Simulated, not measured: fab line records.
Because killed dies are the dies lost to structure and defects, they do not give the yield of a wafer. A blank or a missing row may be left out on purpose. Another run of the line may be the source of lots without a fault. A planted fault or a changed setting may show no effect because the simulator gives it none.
fab line records	flow n5Finfet
record: lots: 7	wafers: 21
route steps=1938 shown ZERO_LAYER@9 PMOS_HMC_CHANNEL_EPI@59 FIN_SAQP@109 STI_FIN_REVEAL@190 DUMMY_GATE@234 SD_ACTIVATION@331 HKMG_FIN@390
startH: hours from the record's first day to the start of the lot's first wafer shown	waitH: hours since the lot's step before	" repeats the value in the row above	L1.1+2: one row covering several wafers at once	- either no value or no given start	* or withheld: withheld	< > ~ a bound
route shown NAME@n: NAME is a module with steps in the file, n the number in the route of the first one	usual: mean/standard deviation taken from wafers without a fault	same: alike in all rows	chamber/n: place in a boat	sites: the reading at each site	_std_site: their standard deviation	_edge_site: mean of outer sites minus mean of inner sites	radiusMm: for every site, how far away it sits from the centre of the wafer	mask NAME#n: copy n	behind: the last tool/chamber to shape the wafer	hold: why the lot was held/for how many hours/how that ended	device: whichever transistor did not switch (one of n, p or np)	end of line: tests of these same wafers at the route's end	a step given without rows: its recipe and nothing more	killed: dies that structure and defects cost at the first sort, which is not the same as the wafer's yield	map: a wafer's dies, x killed, . not, _ none there
set.NAME: setting as actually run; set.NAME@STEP: the setting as run at that earlier step	model.NAME: the simulator's own value behind a step, which no gauge read
lots whose settings were changed on purpose; a table a step, a row a wafer
== steps ==
step: N5_ZERO_LAYER_EXPOSE_08
recipe: maskId: ZERO	na: 0.55	sourceShape: conventional	sigmaOuter: 0.8	polarization: unpolarized	defocusNm: 0	targetCdNm: 2000	doseMj: 16.2
lot.wafer	tool	chamber	startH	waitH	mask	set.doseMj
L074.3+6	krfScanner-01	0	12.48	-	ZERO#0	17.08
L074.5	"	0	"	"	ZERO#0	16.2
L079.1+3+6	krfScanner-01	0	42.47	-	ZERO#0	16.2
L085.4	krfScanner-01	0	78.51	-	ZERO#0	16.56
L085.5+6	"	0	"	"	ZERO#0	16.2
L086.2+5+6	krfScanner-01	0	84.47	-	ZERO#0	16.2
L088.1+5	krfScanner-01	0	96.61	-	ZERO#0	16.2
L088.6	"	0	"	"	ZERO#0	15.31
L092.2+5+6	krfScanner-01	0	120.61	-	ZERO#0	16.2
L096.2+5+6	krfScanner-02	0	144.61	-	ZERO#0	16.2
step: N5_ZERO_LAYER_DEVELOP_10
recipe: developTimeS: 60	rinseLiquid: diw	dry: airSpin	devTempC: 21
lot.wafer	tool	chamber	startH	waitH	set.developTimeS
L074.3+5+6	lithoTrack-02	0	-	-	60
L079.1+6	lithoTrack-05	0	-	-	60
L079.3	"	0	"	"	48.43
L085.4+6	lithoTrack-05	0	-	-	48.83
L085.5	"	0	"	"	60
L086.2	lithoTrack-02	0	-	-	52.95
L086.5+6	"	0	"	"	60
L088.1+6	lithoTrack-05	0	-	-	60
L088.5	"	0	"	"	64.75
L092.2+5+6	lithoTrack-03	0	-	-	60
L096.2	lithoTrack-02	0	-	-	69.18
L096.5+6	"	0	"	"	60
step: N5_ZERO_LAYER_HARDBAKE_23
recipe: tempC: 130	timeS: 120
step: N5_ZERO_LAYER_CD_MEAS_11
recipe: targetCdNm: 2000	landingEnergyEv: 500	detector: seInlens
usual: cdNm: 1999.8/1.9
lot.wafer	tool	chamber	startH	waitH	set.doseMj@ZERO_LAYER_EXPOSE_08	cdNm
L074.3	cdSem-02	0	12.64	-	17.08	2008.1
L074.5	"	0	"	"	16.2	1998.5
L074.6	"	0	"	"	17.08	2012.2
L079.1	cdSem-03	0	42.64	-	16.2	1997.2
L079.3	"	0	"	"	16.2	1995.9
L079.6	"	0	"	"	16.2	2000.3
L085.4	cdSem-03	0	78.67	-	16.56	2003.4
L085.5	"	0	"	"	16.2	2003.8
L085.6	"	0	"	"	16.2	1999.6
L086.2	cdSem-01	0	84.64	-	16.2	1996.3
L086.5	"	0	"	"	16.2	1998.3
L086.6	"	0	"	"	16.2	1998.4
L088.1	cdSem-02	0	96.79	-	16.2	1995.7
L088.5	"	0	"	"	16.2	2000.6
L088.6	"	0	"	"	15.31	1988.3
L092.2	cdSem-03	0	120.79	-	16.2	2001.7
L092.5	"	0	"	"	16.2	2001.2
L092.6	"	0	"	"	16.2	1999.9
L096.2	cdSem-02	0	144.78	-	16.2	2001.6
L096.5	"	0	"	"	16.2	2000.7
L096.6	"	0	"	"	16.2	1999.7
step: N5_ZERO_LAYER_DESCUM_16
recipe: chemistry: O2	timeS: 7.9	sourcePowerW: 50	biasPowerW: 20	pressureMtorr: 20	rfFrequencyHz: 2.712e+07	tempC: 40	o2FlowSccm: 225
lot.wafer	tool	chamber	startH	waitH	set.doseMj@ZERO_LAYER_EXPOSE_08	model.ZERO_LAYER.cdNm
L074.3	rieDiel-02	2	12.68	0.0	17.08	2008
L074.5	"	1	"	"	16.2	1998
L074.6	"	2	"	"	17.08	2012
L079.1	rieDiel-02	0	42.68	0.0	16.2	1997
L079.3	"	2	"	"	16.2	1996
L079.6	"	1	"	"	16.2	2000
L085.4	rieDiel-02	0	78.72	0.1	16.56	2004
L085.5	"	2	"	"	16.2	2004
L085.6	"	3	"	"	16.2	1999
L086.2	rieDiel-03	0	86.10	1.5	16.2	1996
L086.5	"	1	"	"	16.2	1999
L086.6	"	0	"	"	16.2	1998
L088.1	rieDiel-03	2	96.83	0.0	16.2	-
L088.5	"	3	"	"	16.2	2000
L088.6	"	2	"	"	15.31	1989
L092.2	rieDiel-02	3	121.13	0.3	16.2	2002
L092.5	"	2	"	"	16.2	2001
L092.6	"	3	"	"	16.2	2000
L096.2+5	rieDiel-02	1,3	144.82	0.0	16.2	2001
L096.6	"	0	"	"	16.2	2000
step: N5_ZERO_LAYER_ETCH_17
recipe: chemistry: CF4	target: SiO2	targetDepthA: 120	timeS: 13.3	ionEnergyEv: 350	pressureMtorr: 40	sourceW: 450	biasW: 215	Ar_flow_sccm: 100	cf4FlowSccm: 100
lot.wafer	tool	chamber	startH	waitH	set.doseMj@ZERO_LAYER_EXPOSE_08	model.ZERO_LAYER.cdNm
L074.3	rieDiel-02	2	12.71	0.0	17.08	2007
L074.5	"	1	"	"	16.2	1998
L074.6	"	2	"	"	17.08	2012
L079.1	rieDiel-02	0	42.72	0.0	16.2	1997
L079.3	"	2	"	"	16.2	1996
L079.6	"	1	"	"	16.2	2000
L085.4	rieDiel-02	0	78.77	0.0	16.56	2004
L085.5	"	2	"	"	16.2	2004
L085.6	"	3	"	"	16.2	1999
L086.2	rieDiel-03	0	86.13	0.0	16.2	1996
L086.5	"	1	"	"	16.2	1999
L086.6	"	0	"	"	16.2	1998
L088.1	rieDiel-03	2	96.86	0.0	16.2	1996
L088.5	"	3	"	"	16.2	2000
L088.6	"	2	"	"	15.31	1989
L092.2	rieDiel-02	3	121.16	0.0	16.2	2002
L092.5	"	2	"	"	16.2	2001
L092.6	"	3	"	"	16.2	2000
L096.2+5	rieDiel-02	1,3	144.86	0.0	16.2	2001
L096.6	"	0	"	"	16.2	2000
step: N5_ZERO_LAYER_ETCH_18
recipe: chemistry: HBr/Cl2	target: Si	targetDepthA: 1200	timeS: 40	pressureMtorr: 10	icpW: 800	biasW: 75	HBr_flow_sccm: 150	Cl2_flow_sccm: 80
lot.wafer	tool	chamber	startH	waitH	set.doseMj@ZERO_LAYER_EXPOSE_08	model.ZERO_LAYER.cdNm
L074.3	rieSi-03	2	12.79	0.0	17.08	2008
L074.5	"	0	"	"	16.2	1998
L074.6	"	1	"	"	17.08	2012
L079.1	rieSi-03	1	42.79	0.0	16.2	1997
L079.3	"	3	"	"	16.2	1996
L079.6	"	3	"	"	16.2	2000
L085.4	rieSi-05	1	78.81	0.0	16.56	2004
L085.5	"	0	"	"	16.2	2004
L085.6	"	3	"	"	16.2	1999
L086.2	rieSi-03	0	86.20	0.0	16.2	1996
L086.5	"	2	"	"	16.2	1999
L086.6	"	1	"	"	16.2	1998
L088.1	rieSi-03	1	96.94	0.0	16.2	1996
L088.5	"	1	"	"	16.2	2001
L088.6	"	2	"	"	15.31	1989
L092.2+5	rieSi-05	1	121.23	0.0	16.2	2001
L092.6	"	0	"	"	16.2	2000
L096.2+5	rieSi-05	0	144.93	0.0	16.2	2001
L096.6	"	1	"	"	16.2	2000
step: N5_PMOS_HMC_CHANNEL_EPI_COAT_03
recipe: resist: CAR-ArF-block	spinRpm: 1500	resistThkNm: 205
lot.wafer	tool	chamber	startH	waitH	set.spinRpm	model.CAR-ArF-block_of_PMOS_HMC_CHANNEL_EPI_COAT_03.thkNm
L074.3	lithoTrack-02	0	-	-	1500	205.9
L074.5	"	0	"	"	1500	205.8
L074.6	"	0	"	"	1500	206.3
L079.1	lithoTrack-01	0	-	-	1500	205.3
L079.3	"	0	"	"	1500	204.4
L079.6	"	0	"	"	1500	205.2
L085.4	lithoTrack-01	0	-	-	1500	205.8
L085.5	"	0	"	"	1410	213.2
L085.6	"	0	"	"	1410	212.1
L086.2+5	lithoTrack-05	0	-	-	1500	204.5
L086.6	"	0	"	"	1500	204.8
L088.1	lithoTrack-01	0	-	-	1500	205.8
L088.5	"	0	"	"	1500	205.6
L088.6	"	0	"	"	1500	205.9
L092.2+6	lithoTrack-02	0	-	-	1500	204.8
L092.5	"	0	"	"	1500	204.7
L096.2	lithoTrack-01	0	-	-	1500	205.4
L096.5	"	0	"	"	1342	218.1
L096.6	"	0	"	"	1342	217.9
step: N5_FIN_SAQP_PEB_14
recipe: pebTempC: withheld	pebTimeS: 60	resist: CAR-ArF
lot.wafer	tool	chamber	startH	waitH	set.pebTimeS
L074.3+5	lithoTrack-05	0	23.46	0.0	60
L074.6	"	0	"	"	49.26
L079.1+3+6	lithoTrack-05	0	52.95	0.1	60
L085.4	lithoTrack-04	0	89.51	0.0	50.4
L085.5+6	"	0	"	"	60
L086.2+5+6	lithoTrack-03	0	95.09	0.0	60
L088.1+5+6	lithoTrack-05	0	105.76	0.1	60
L092.2+5+6	lithoTrack-03	0	129.52	0.0	60
L096.2+5+6	lithoTrack-05	0	154.77	0.0	60
step: N5_FIN_SAQP_DEVELOP_15
recipe: developTimeS: 30	developer: TMAH	resist: CAR-ArF	devTempC: 23	rinseLiquid: diw	dry: airSpin
step: N5_FIN_SAQP_CD_MEAS_16
recipe: targetCdNm: 35.6	landingEnergyEv: 500	detector: seInlens
usual: cdNm: 35.7/0.37
lot.wafer	tool	chamber	startH	waitH	set.pebTimeS@FIN_SAQP_PEB_14	cdNm
L074.3	cdSem-01	0	23.53	-	60	35.3
L074.5	"	0	"	"	60	35.6
L074.6	"	0	"	"	49.26	38.4
L079.1	cdSem-02	0	53.02	-	60	35.7
L079.3	"	0	"	"	60	35.5
L079.6	"	0	"	"	60	35.8
L085.4	cdSem-03	0	89.58	-	50.4	39.0
L085.5	"	0	"	"	60	36.1
L085.6	"	0	"	"	60	36.2
L086.2	cdSem-01	0	95.16	-	60	35.7
L086.5	"	0	"	"	60	35.7
L086.6	"	0	"	"	60	35.1
L088.1	cdSem-02	0	105.83	-	60	35.4
L088.5	"	0	"	"	60	35.3
L088.6	"	0	"	"	60	35.8
L092.2	cdSem-02	0	129.59	-	60	36.0
L092.5	"	0	"	"	60	35.4
L092.6	"	0	"	"	60	35.2
L096.2	cdSem-01	0	154.84	-	60	35.0
L096.5	"	0	"	"	60	35.2
L096.6	"	0	"	"	60	35.3
step: N5_STI_FIN_REVEAL_ETCHBACK_08
recipe: chemistry: C4F6/O2	target: SiO2	targetDepthA: 305	timeS: 10.167	ionEnergyEv: 250	pressureMtorr: 30	sourceW: 345	biasW: 185	Ar_flow_sccm: 300	C4F6_flow_sccm: 10	O2_flow_sccm: 10
lot.wafer	tool	chamber	startH	waitH	set.timeS
L074.3+5+6	rieDiel-06	3,2,1	35.31	0.1	10.167
L079.1+3+6	rieDiel-06	1,2,2	64.70	0.2	10.167
L085.4+5	rieDiel-01	1	101.52	0.3	10.167
L085.6	"	3	"	"	10.84
L086.2+5+6	rieDiel-05	3,1,0	108.37	0.2	10.167
L088.1+6	rieDiel-06	2	117.37	0.2	10.167
L088.5	"	1	"	"	9.503
L092.2+5+6	rieDiel-05	3,2,1	146.09	0.3	10.167
L096.2+5	rieDiel-05	1	167.24	0.2	8.203
L096.6	"	0	"	"	10.167
step: N5_STI_FIN_REVEAL_STRIP_24
recipe: chemistry: N2/H2	timeS: 90	powerW: 100	tempC: 40	pressureMtorr: 100	rfFrequencyHz: 6e+07	biasPowerW: 3	n2FlowSccm: 300	h2FlowSccm: 300
step: N5_STI_FIN_REVEAL_PRECLEAN_25
recipe: chemistry: SPM	timeS: 90	tempC: 120	mix: 4:1
step: N5_STI_FIN_REVEAL_SRD_23
recipe: dry: ipaMarangoni	timeS: 30	tempC: 23	rinseLiquid: diw
step: N5_STI_FIN_REVEAL_FIN_H_MEAS_10
usual: trenchDepthNm: 52.3/0.62
lot.wafer	tool	chamber	startH	waitH	set.timeS@STI_FIN_REVEAL_ETCHBACK_08	trenchDepthNm
L074.3	ocd-01	-	38.74	0.0	10.167	51.5
L074.5	"	-	"	"	10.167	51.6
L074.6	"	-	"	"	10.167	51.0
L079.1	ocd-01	-	67.77	0.0	10.167	52.1
L079.3	"	-	"	"	10.167	52.1
L079.6	"	-	"	"	10.167	51.9
L085.4	ocd-01	-	104.57	0.0	10.167	53.1
L085.5	"	-	"	"	10.167	52.7
L085.6	"	-	"	"	10.84	54.3
L086.2	ocd-02	-	111.35	0.0	10.167	51.7
L086.5	"	-	"	"	10.167	52.1
L086.6	"	-	"	"	10.167	51.8
L088.1	ocd-02	-	120.33	0.0	10.167	52.2
L088.5	"	-	"	"	9.503	49.5
L088.6	"	-	"	"	10.167	51.9
L092.2	ocd-01	-	149.07	0.0	10.167	52.6
L092.5	"	-	"	"	10.167	52.2
L092.6	"	-	"	"	10.167	52.5
L096.2	ocd-01	-	170.20	0.0	8.203	46.5
L096.5	"	-	"	"	8.203	46.4
L096.6	"	-	"	"	10.167	51.6
step: N5_DUMMY_GATE_DESCUM_20
recipe: chemistry: O2	timeS: 6.2	sourcePowerW: 50	biasPowerW: 20	pressureMtorr: 20	rfFrequencyHz: 2.712e+07	tempC: 40	resist: CAR-EUV	o2FlowSccm: 225
lot.wafer	tool	chamber	startH	waitH	set.timeS	model.CAR-EUV_of_DUMMY_GATE_COAT_09.thkNm
L074.3+6	rieDiel-03	2	48.74	1.0	6.2	26.4
L074.5	"	3	"	"	5.004	27
L079.1	rieDiel-02	2	77.71	0.1	6.2	26.4
L079.3+6	"	3	"	"	7.06	26
L085.4+5+6	rieDiel-03	1,2,3	113.94	0.1	6.2	26.4
L086.2+5+6	rieDiel-03	2,1,2	120.18	0.0	6.2	26.6
L088.1+6	rieDiel-02	1,3	129.02	0.0	6.731	26.4
L088.5	"	2	"	"	6.2	26.6
L092.2+5+6	rieDiel-03	3,2,0	157.87	0.0	6.2	26.4
L096.2	rieDiel-02	0	183.35	0.4	6.2	26.4
L096.5	"	2	"	"	6.2	26.2
L096.6	"	1	"	"	5.5	26.8
step: N5_DUMMY_GATE_ETCH_29
recipe: chemistry: N2/H2	target: underlayer	targetDepthA: 130	ionEnergyEv: 200	pressureMtorr: 30	sourceW: 840	biasW: 150	n2FlowSccm: 200	h2FlowSccm: 200
lot.wafer	tool	chamber	startH	waitH	set.timeS@DUMMY_GATE_DESCUM_20	model.CAR-EUV_of_DUMMY_GATE_COAT_09.thkNm
L074.3+6	rieDiel-03	2	48.81	0.0	6.2	18.6
L074.5	"	3	"	"	5.004	19.2
L079.1	rieDiel-02	2	77.77	0.0	6.2	19
L079.3+6	"	3	"	"	7.06	18.6
L085.4	rieDiel-03	1	114.00	0.0	6.2	18.6
L085.5+6	"	2,3	"	"	6.2	18.8
L086.2+6	rieDiel-03	2	120.24	0.0	6.2	19
L086.5	"	1	"	"	6.2	18.8
L088.1	rieDiel-02	1	129.08	0.0	6.731	18.6
L088.5	"	2	"	"	6.2	19
L088.6	"	3	"	"	6.731	18.8
L092.2	rieDiel-03	3	157.93	0.0	6.2	18.6
L092.5+6	"	2,0	"	"	6.2	18.8
L096.2	rieDiel-02	0	183.42	0.0	6.2	18.6
L096.5	"	2	"	"	6.2	18.8
L096.6	"	1	"	"	5.5	19
step: N5_DUMMY_GATE_ETCH_32
recipe: chemistry: CF4	target: SiO2	targetDepthA: 35	timeS: 3.9	ionEnergyEv: 350	pressureMtorr: 10	icpW: 800	biasW: 400	cf4FlowSccm: 80
lot.wafer	tool	chamber	startH	waitH	set.timeS	model.etch.depthNm
L074.3	rieSi-02	0	49.44	0.1	3.104	2.837
L074.5	"	2	"	"	3.104	2.779
L074.6	"	3	"	"	3.9	3.547
L079.1	rieSi-04	3	78.37	0.1	4.535	4.181
L079.3	"	1	"	"	3.9	3.409
L079.6	"	1	"	"	4.535	3.973
L085.4	rieSi-01	3	114.61	0.1	3.417	3.111
L085.5	"	1	"	"	3.9	3.423
L085.6	"	0	"	"	3.417	3.178
L086.2	rieSi-02	3	121.11	0.1	3.9	3.622
L086.5	"	3	"	"	3.9	3.662
L086.6	"	0	"	"	3.9	3.537
L088.1	rieSi-01	3	129.90	0.1	3.232	2.923
L088.5	"	3	"	"	3.232	2.92
L088.6	"	0	"	"	3.9	3.639
L092.2	rieSi-02	0	158.73	0.1	3.9	3.501
L092.5	"	1	"	"	3.9	3.493
L092.6	"	0	"	"	3.9	3.53
L096.2	rieSi-04	3	184.10	0.1	4.719	4.432
L096.5	"	1	"	"	3.9	3.463
L096.6	"	0	"	"	4.719	4.136
step: N5_SD_ACTIVATION_LSA_01
recipe: tempC: 1080	timeS: 0.0008	ambient: N2
usual: wafer_temp_C_max: 1084.0/0.85
lot.wafer	tool	chamber	startH	waitH	set.tempC	wafer_temp_C_max
L074.3	laserAnneal-01	0	59.58	0.2	1058	1062.0
L074.5	"	0	"	"	1058	1062.6
L074.6	"	0	"	"	1058	1061.3
L079.1	laserAnneal-02	0	89.41	0.2	1080	1082.6
L079.3	"	0	"	"	1080	1083.4
L079.6	"	0	"	"	1050	1053.0
L085.4	laserAnneal-02	0	125.12	0.2	1080	1084.1
L085.5	"	0	"	"	1080	1082.5
L085.6	"	0	"	"	1080	1083.1
L086.2	laserAnneal-01	0	130.93	0.2	1066	1069.7
L086.5	"	0	"	"	1080	1084.6
L086.6	"	0	"	"	1080	1083.4
L088.1	laserAnneal-01	0	141.17	0.2	1080	1083.6
L088.5	"	0	"	"	1058	1061.9
L088.6	"	0	"	"	1080	1083.8
L092.2	laserAnneal-01	0	168.66	0.2	1080	1084.3
L092.5	"	0	"	"	1080	1085.2
L092.6	"	0	"	"	1080	1084.4
L096.2	laserAnneal-01	0	197.74	0.2	1080	1084.2
L096.5	"	0	"	"	1080	1084.6
L096.6	"	0	"	"	1054	1060.1
step: N5_HKMG_FIN_COAT_41
recipe: resist: SOC	tempC: 250	timeS: 60	spinRpm: 1500	resistThkNm: 300
lot.wafer	tool	chamber	startH	waitH	set.spinRpm	model.SOC_of_HKMG_FIN_COAT_41.thkNm
L074.3	lithoTrack-01	0	71.91	-	1500	300.4
L074.5	"	0	"	"	1500	301.2
L074.6	"	0	"	"	1500	300.8
L079.1	lithoTrack-01	0	103.47	-	1500	301
L079.3	"	0	"	"	1576	294
L079.6	"	0	"	"	1500	301.8
L085.4	lithoTrack-02	0	139.26	-	1363	314.6
L085.5	"	0	"	"	1500	300
L085.6	"	0	"	"	1500	299.8
L086.2	lithoTrack-01	0	146.83	-	1500	301
L086.5	"	0	"	"	1661	285.6
L086.6	"	0	"	"	1661	286.4
L088.1	lithoTrack-04	0	153.96	-	1500	300.8
L088.5	"	0	"	"	1454	305
L088.6	"	0	"	"	1454	304.8
L092.2	lithoTrack-02	0	182.05	-	1500	300.4
L092.5	"	0	"	"	1500	300
L092.6	"	0	"	"	1500	300.2
L096.2	lithoTrack-04	0	212.21	-	1500	300.2
L096.5	"	0	"	"	1500	300.8
L096.6	"	0	"	"	1500	300.4
== key ==
split: step: N5_ZERO_LAYER_EXPOSE_08	setting: doseMj	stated: 16.2	by: wafer
response: step: N5_ZERO_LAYER_CD_MEAS_11	reading: cdNm	change: +1.87	per: 1%	r: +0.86
response: step: N5_ZERO_LAYER_DESCUM_16	reading: model.ZERO_LAYER.cdNm	change: +2.04	per: 1%	r: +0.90
response: step: N5_ZERO_LAYER_ETCH_17	reading: model.ZERO_LAYER.cdNm	change: +1.84	per: 1%	r: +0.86
response: step: N5_ZERO_LAYER_ETCH_18	reading: model.ZERO_LAYER.cdNm	change: +1.86	per: 1%	r: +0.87
split: step: N5_ZERO_LAYER_DEVELOP_10	setting: developTimeS	stated: 60	by: wafer
response none clear
split: step: N5_PMOS_HMC_CHANNEL_EPI_COAT_03	setting: spinRpm	stated: 1500	by: wafer
response: step: N5_PMOS_HMC_CHANNEL_EPI_COAT_03	reading: model.CAR-ArF-block_of_PMOS_HMC_CHANNEL_EPI_COAT_03.thkNm	change: -1.18	per: 1%	r: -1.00
split: step: N5_FIN_SAQP_PEB_14	setting: pebTimeS	stated: 60	by: wafer
response: step: N5_FIN_SAQP_CD_MEAS_16	reading: cdNm	change: -0.168	per: 1%	r: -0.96
split: step: N5_STI_FIN_REVEAL_ETCHBACK_08	setting: timeS	stated: 10.167	by: wafer
response: step: N5_STI_FIN_REVEAL_FIN_H_MEAS_10	reading: trenchDepthNm	change: +0.274	per: 1%	r: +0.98
split: step: N5_DUMMY_GATE_DESCUM_20	setting: timeS	stated: 6.2	by: wafer
response: step: N5_DUMMY_GATE_DESCUM_20	reading: model.CAR-EUV_of_DUMMY_GATE_COAT_09.thkNm	change: -0.032	per: 1%	r: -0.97
response: step: N5_DUMMY_GATE_ETCH_29	reading: model.CAR-EUV_of_DUMMY_GATE_COAT_09.thkNm	change: -0.0302	per: 1%	r: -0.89
split: step: N5_DUMMY_GATE_ETCH_32	setting: timeS	stated: 3.9	by: wafer
response: step: N5_DUMMY_GATE_ETCH_32	reading: model.etch.depthNm	change: +0.0376	per: 1%	r: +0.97
split: step: N5_SD_ACTIVATION_LSA_01	setting: tempC	stated: 1080	by: wafer
response: step: N5_SD_ACTIVATION_LSA_01	reading: wafer_temp_C_max	change: *	per: 1%	r: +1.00
split: step: N5_HKMG_FIN_COAT_41	setting: spinRpm	stated: 1500	by: wafer
response: step: N5_HKMG_FIN_COAT_41	reading: model.SOC_of_HKMG_FIN_COAT_41.thkNm	change: -1.48	per: 1%	r: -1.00
